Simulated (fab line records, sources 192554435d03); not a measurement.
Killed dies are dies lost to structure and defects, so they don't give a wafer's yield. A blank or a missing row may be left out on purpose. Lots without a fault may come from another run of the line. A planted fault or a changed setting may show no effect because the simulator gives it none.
Chamber matching | flow n5_finfet | N5_BEOL_M5_ETCH_72 on rie_diel-02: 4 sister chambers
The step etches underlayer in N2/H2, target depth 6.5 nm, time 5.2 s. 16 wafers are shown with their chamber, then 8 later ones without.

WAFERS WITH THEIR CHAMBER
wafer  | chamber | drypump_motor_current_A (A) | throttle_valve_pct (%) | etch_rf_on_time_s (s)
L077.1 | 0       | 6.1                         | 18.1                   | 5.22
L077.3 | 1       | 6.3                         | 18.3                   | 5.49
L077.4 | 0       | 6.1                         | 18.1                   | 5.15
L085.3 | 0       | 6.1                         | 18.1                   | 5.21
L085.5 | 3       | 5.7                         | 18.4                   | 5.17
L085.6 | 2       | 5.9                         | 18.4                   | 5.26
L088.3 | 0       | 6.1                         | 18.1                   | 5.25
L088.4 | 0       | 6.1                         | 18.1                   | 5.28
L088.6 | 2       | 6.0                         | 18.4                   | 5.21
L089.4 | 3       | 5.7                         | 18.4                   | 5.12
L089.5 | 2       | 5.9                         | 18.4                   | 5.20
L089.6 | 3       | 5.7                         | 18.4                   | 5.13
L090.3 | 2       | 6.0                         | 18.4                   | 5.27
L090.4 | 3       | 5.7                         | 18.4                   | 5.23
L090.5 | 3       | 5.7                         | 18.4                   | 5.25
L093.1 | 1       | 6.3                         | 17.7                   | 5.32

SIGNATURES (means of the wafers above)
reading                 | chamber 0 | chamber 1 | chamber 2 | chamber 3 | scatter within a chamber
drypump_motor_current_A | 6.100     | 6.300     | 5.950     | 5.700     | 0.0289
throttle_valve_pct      | 18.100    | 18.000    | 18.400    | 18.400    | 0.122
etch_rf_on_time_s       | 5.2220    | 5.4050    | 5.2350    | 5.1800    | 0.0586
Rule: a wafer's distance from a chamber is the root of the sum, over the readings, of the square of ((its reading less the chamber's mean) divided by the reading's scatter). The wafer belongs to the nearest chamber; if the next one is less than 2 further off, it can't be placed. The scatter: the root of (the sum of the squares of (reading less its chamber's mean) over the shown wafers, divided by (wafers less chambers)).

WAFERS WITHOUT THEIR CHAMBER
wafer  | drypump_motor_current_A (A) | throttle_valve_pct (%) | etch_rf_on_time_s (s)
L093.2 | 6.0                         | 18.4                   | 5.24
L093.3 | 5.7                         | 18.5                   | 5.22
L095.1 | 5.9                         | 18.4                   | 5.24
L095.2 | 6.3                         | 17.8                   | 5.30
L095.3 | 5.8                         | 18.4                   | 5.19
L096.2 | 6.3                         | 17.8                   | 5.31
L096.3 | 6.0                         | 18.4                   | 5.24
L096.4 | 6.0                         | 18.4                   | 5.28

WHICH CHAMBER EACH WENT THROUGH
wafer  | from the rows above     | in truth
L093.2 | 2                       | 2
L093.3 | 3                       | 3
L095.1 | 2                       | 2
L095.2 | 1                       | 1
L095.3 | can't be placed: 3 or 2 | 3
L096.2 | 1                       | 1
L096.3 | 2                       | 2
L096.4 | 2                       | 2
Placed correctly: 7 of 8. Can't be placed from these rows: 1 (the true chamber is among the candidates in 1). Placed wrongly: 0.
